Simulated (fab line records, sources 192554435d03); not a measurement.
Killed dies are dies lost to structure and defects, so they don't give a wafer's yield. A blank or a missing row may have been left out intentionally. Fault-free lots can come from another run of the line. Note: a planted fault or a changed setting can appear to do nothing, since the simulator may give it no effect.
Split-lot experiment	flow n5Finfet	7 lots, 21 wafers read, on a route of 1938 steps

## ABOUT THE SPLIT
At N5_BEOL_M0_SAQP_ETCH_107 (etches SiNx in CH3F/O2, target depth 30 nm), the setting biasW was moved away from the recipe's 73 W on 10 of the 21 wafers read, by -14.2% to +18.0%. All remaining wafers had this setting at the recipe value.

The reading is taken at the split's own step.

## THE READING
rfVppV, in V, at N5_BEOL_M0_SAQP_ETCH_107 (etches SiNx in CH3F/O2, target depth 30 nm). A value of 295 V with a standard deviation of 6 V is what fault-free wafers of this fab line usually give.

wafer	tool, chamber at the split	biasW as run, W	against the recipe	rfVppV, V	against lot-mates on the recipe
L076.3	rieDiel-01, 2	73	recipe	295	-
L076.4	rieDiel-01, 0	67.28	-7.8%	277	-18
L076.5	rieDiel-01, 0	67.28	-7.8%	277	-18
L077.4	rieDiel-06, 1	73	recipe	286	-
L077.5	rieDiel-06, 1	73	recipe	286	-
L077.6	rieDiel-06, 0	73	recipe	302	-
L083.1	rieDiel-01, 0	73	recipe	294	-
L083.5	rieDiel-01, 2	80.06	+9.7%	315	+21
L083.6	rieDiel-01, 0	80.06	+9.7%	318	+24
L085.1	rieDiel-05, 0	73	recipe	291	-
L085.2	rieDiel-05, 1	62.66	-14.2%	266	-29
L085.4	rieDiel-05, 3	73	recipe	299	-
L088.1	rieDiel-05, 3	73	recipe	297	-
L088.2	rieDiel-05, 2	73	recipe	288	-
L088.3	rieDiel-05, 1	77.11	+5.6%	312	+20
L090.1	rieDiel-06, 0	79.18	+8.5%	321	+35
L090.2	rieDiel-06, 1	73	recipe	286	-
L090.3	rieDiel-06, 2	79.18	+8.5%	306	+20
L092.1	rieDiel-01, 1	86.12	+18.0%	348	+62
L092.2	rieDiel-01, 3	73	recipe	286	-
L092.6	rieDiel-01, 2	86.12	+18.0%	336	+50

FIT RESULTS
A straight line over all 21 wafers: rfVppV changes by +2.45 V for each +1% of biasW; r = +0.96; the points scatter about the line by 6.1 V.
The same after taking each lot's own level away (the mean of its wafers on the recipe; 21 wafers): +2.73 V for each +1%; r = +0.97; scatter 5.9 V.
On that fit, the largest move of biasW shifts the reading by 49 V.
Measured against the standard deviation above, the lots' own levels, which go from 286.0 to 295.0 V, span 1.5 times it.
Thus the slope moves with the lot-to-lot level: the two fits are different.
Check: +47 V against its lot-mates is what the line predicts for one of the wafers moved furthest among these (+18.0%) when that wafer is left out of the fit. It came out at +62 V against them.
Tool readings at the split's step, against how far the setting was moved: rfVppV r = +0.96.

## OTHER SPLITS ON THESE WAFERS
These wafers also went through other splits before the reading. Each is held against what the fit with the lots' levels taken away leaves over:
other split on the same wafers	wafers away from the commonest value	r with rfVppV (lot level and that fit taken away)
N5_MOL_CONTACT_COAG_COAT_77 spinRpm	7	-0.35
N5_BEOL_M0_SAQP_COAT_82 spinRpm	8	+0.25
N5_BEOL_M0_SAQP_COAT_08 spinRpm	6	+0.10
N5_BEOL_M0_SAQP_SPACER1_ALD_98 tempC	4	-0.13

## FILE'S OWN FIT
rfVppV changes by +2.69 V for each +1% of biasW, r = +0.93.
